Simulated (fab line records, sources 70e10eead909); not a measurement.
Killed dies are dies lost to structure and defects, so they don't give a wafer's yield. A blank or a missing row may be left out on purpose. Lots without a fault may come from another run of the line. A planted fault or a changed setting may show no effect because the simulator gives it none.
A struck lot beside a sound one | flow nand_harc | 23 steps out of a route of 1159
Sound: wafers L929.1, L929.2, L929.5. Struck: wafer L943.5. (L943.2, L943.4 of the same lot were not struck and are left out.) The cause comes at the end.
At each step with rows: each side's tool, then ch and its chambers, then its first start. Under that, the readings that differ: sound wafers | struck wafers | difference of the means | sigmas: that difference in standard deviations of wafers without a fault.
alike: readings whose means differ by less than 2 such deviations, and words and numbers that are the same on both sides. not compared: withheld readings, readings that some wafer has no value for, bounds like >300 that may hide the same value, and numbers for which the record gives no deviation and whose values overlap.
The two part at a step that has a row with sigmas, a row that says differs or no value, or rows on one side only. Numbers that don't overlap but have no deviation are shown without sigmas and don't part them. A reading that every wafer of one side lacks parts them only if that side has two wafers or more.

NHARC_A_M0_INSPECT_27:
  sound on defect_inspect-02, day 17 23:06; struck on defect_inspect-01, day 22 03:07
  alike: raw_defect_count
NHARC_A_M0_PRE_CLEAN_31: time 12 s.
  sound on pecvd-01 ch 0,2, day 17 23:10; struck on pecvd-01 ch 2, day 22 03:11
  alike: heater_power_outer_w, heater_power_w
  not compared: since_wet_clean_h
NHARC_A_M0_DEP_32: deposits SiCN, target thk 30 nm.
  sound on pecvd-01 ch 0,2, day 17 23:15; struck on pecvd-01 ch 2, day 22 03:18
  alike: heater_power_outer_w, heater_power_w
  not compared: since_wet_clean_h
then, 8 steps without rows for these wafers: NHARC_A_M1_DEP_00 (deposits SiOC, target thk 182.5 nm); NHARC_A_M1_DEHYDRATE_01 (time 120 s); NHARC_A_M1_HMDS_02 (time 30 s); NHARC_A_M1_COAT_34 (time 65 s); NHARC_A_M1_COAT_03 (resist thk 90 nm); NHARC_A_M1_SOFTBAKE_04 (time 55 s); NHARC_A_M1_EBR_05; NHARC_A_M1_EXPOSE_06 (exposes mask A M1, target cd 120 nm).
NHARC_A_M1_PEB_07: peb time 65 s.
  sound on litho_track-01 ch 0, day 18 00:28; struck on litho_track-01 ch 0, day 22 04:24
  reading                  | sound             | struck | difference | sigmas
  heater_power_total_W (W) | 157.0 157.1 157.2 | 397.9  | +240.8     | +99 or more
then, 1 step without rows for these wafers: NHARC_A_M1_DEVELOP_08 (develop time 35 s).
NHARC_A_M1_CD_MEAS_09: target cd 120 nm.
  sound on cd_sem-01 ch 0, day 18 00:33; struck on cd_sem-03 ch 0, day 22 04:29
  reading    | sound             | struck | difference | sigmas
  cd_nm (nm) | 118.9 118.3 120.6 | 38.2   | -81.1      | -99 or more
NHARC_A_M1_OVL_MEAS_10: pitch 240 nm.
  sound on overlay-02, day 18 00:38; struck on overlay-02, day 22 04:34
  reading           | sound       | struck | difference | sigmas
  overlay_x_nm (nm) | 0.1 0.0 0.2 | -1.9   | -2.0       | -2
  alike: overlay_y_nm
NHARC_A_M1_INSPECT_11:
  sound on defect_inspect-01, day 18 00:41; struck on defect_inspect-02, day 22 04:36
  alike: raw_defect_count
NHARC_A_M1_DESCUM_14: chemistry O2, time 3 s.
  sound on rie_diel-09 ch 0,2, day 18 00:45; struck on rie_diel-09 ch 3, day 22 04:40
  reading               | sound           | struck | difference | sigmas
  model.A_M1.cd_nm (nm) | 119.4 117.4 121 | 38.5   | -80.8      |
  alike: drypump_motor_current_A, o2_flow_sccm, oes_product_au, rf_vpp_V, showerhead_plenum_p_Torr, throttle_valve_pct
  not compared: rf_hours_counter_h
NHARC_A_M1_ETCH_35: etches the open film in N2/H2, target depth 40 nm, overetch 12 nm, time 43.94 s.
  sound on rie_diel-09 ch 0,2, day 18 00:49; struck on rie_diel-09 ch 3, day 22 04:45
  reading                | sound                | struck | difference | sigmas
  throttle_valve_pct (%) | 14.171 14.150 14.163 | 14.183 | +0.022     | +2
  alike: drypump_motor_current_A, oes_product_au, rf_vpp_V, showerhead_plenum_p_Torr
  not compared: rf_hours_counter_h
NHARC_A_M1_ETCH_15: etches the open film in C4F8/Ar, target depth 182.5 nm, time 91.2 s.
  sound on rie_diel-09 ch 1,3; struck on rie_diel-09 ch 2
  alike: oes_product_au, rf_vpp_V
  not compared: rf_hours_counter_h
NHARC_A_M1_CD_MEAS_16:
  sound on cd_sem-02, day 18 01:02; struck on cd_sem-02, day 22 04:58
  reading    | sound             | struck | difference | sigmas
  cd_nm (nm) | 119.8 117.4 121.8 | 39.0   | -80.7      | -73
NHARC_A_M1_STRIP_18: strips in N2/H2.
  sound on rie_diel-09 ch 2,3, day 18 01:08; struck on rie_diel-07 ch 2, day 22 05:02
  reading                     | sound          | struck | difference | sigmas
  drypump_motor_current_A (A) | 6.02 6.32 6.30 | 5.52   | -0.69      | -3
  alike: oes_product_au, rf_vpp_V, showerhead_plenum_p_Torr, throttle_valve_pct
  not compared: rf_hours_counter_h
NHARC_A_M1_ETCH_28: etches the open film in CF4/N2, target depth 30 nm, time 72.99 s.
  sound on rie_diel-09 ch 0,3; struck on rie_diel-07 ch 2
  reading               | sound         | struck | difference | sigmas
  model.A_M1.cd_nm (nm) | 119.8 116 121 | 38.38  | -80.55     |
  alike: drypump_motor_current_A, oes_product_au, rf_vpp_V, showerhead_plenum_p_Torr, throttle_valve_pct
  not compared: rf_hours_counter_h
then, 1 step without rows for these wafers: NHARC_A_M1_STRIP_19 (strips in post etch residue remover, time 600 s).

WHERE THEY PART
First at NHARC_A_M1_PEB_07; last, within this record, at NHARC_A_M1_STRIP_18. Later steps at which nothing parts them and some readings are alike: NHARC_A_M1_ETCH_28.

WHY: what the simulator had put in
Process parameter drift: litho_track-01, from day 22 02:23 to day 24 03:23, at NHARC_A_M1_PEB_07. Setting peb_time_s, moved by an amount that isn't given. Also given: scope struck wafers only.
